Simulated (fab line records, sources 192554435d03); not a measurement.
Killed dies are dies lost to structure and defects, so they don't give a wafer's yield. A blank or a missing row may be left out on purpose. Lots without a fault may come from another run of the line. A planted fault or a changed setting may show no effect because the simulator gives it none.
Chamber matching | flow n5_finfet | N5_PMOS_HMC_CHANNEL_EPI_CMP_21 on cmp-01: 4 sister chambers
The step polishes SiGe30, target thk 54 nm. 8 wafers are shown with their chamber, then 10 later ones without.

WAFERS WITH THEIR CHAMBER
wafer  | chamber | motor_current_A (A)
L085.4 | 1       | 12.6
L085.5 | 2       | 15.8
L085.6 | 3       | 9.3
L088.1 | 0       | 11.7
L088.2 | 2       | 15.0
L088.6 | 0       | 10.4
L090.3 | 3       | 9.6
L090.4 | 1       | 12.2

WAFERS WITHOUT THEIR CHAMBER
wafer  | motor_current_A (A)
L090.6 | 11.1
L093.1 | 9.3
L093.3 | 15.4
L093.4 | 12.5
L095.2 | 12.2
L095.3 | 10.0
L095.5 | 13.0
L097.2 | 14.4
L097.3 | 9.6
L097.6 | 9.8

WHICH CHAMBER EACH WENT THROUGH
wafer  | from the rows above     | in truth
L090.6 | 0                       | 0
L093.1 | 3                       | 3
L093.3 | 2                       | 2
L093.4 | 1                       | 1
L095.2 | can't be placed: 1 or 0 | 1
L095.3 | can't be placed: 3 or 0 | 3
L095.5 | 1                       | 1
L097.2 | can't be placed: 2 or 1 | 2
L097.3 | 3                       | 3
L097.6 | can't be placed: 3 or 0 | 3
Placed correctly: 6 of 10. Can't be placed from these rows: 4 (the true chamber is among the candidates in 4). Placed wrongly: 0.
How it was worked out, from the rows above alone: a wafer's distance from a chamber is the root of the sum, over the readings, of the square of ((its reading less the chamber's mean) divided by the reading's scatter). The wafer belongs to the nearest chamber; if the next one is less than 2 further off, it can't be placed. A chamber's mean is the mean of its shown wafers. The scatter: the root of (the sum of the squares of (reading less its chamber's mean) over the shown wafers, divided by (wafers less chambers)).
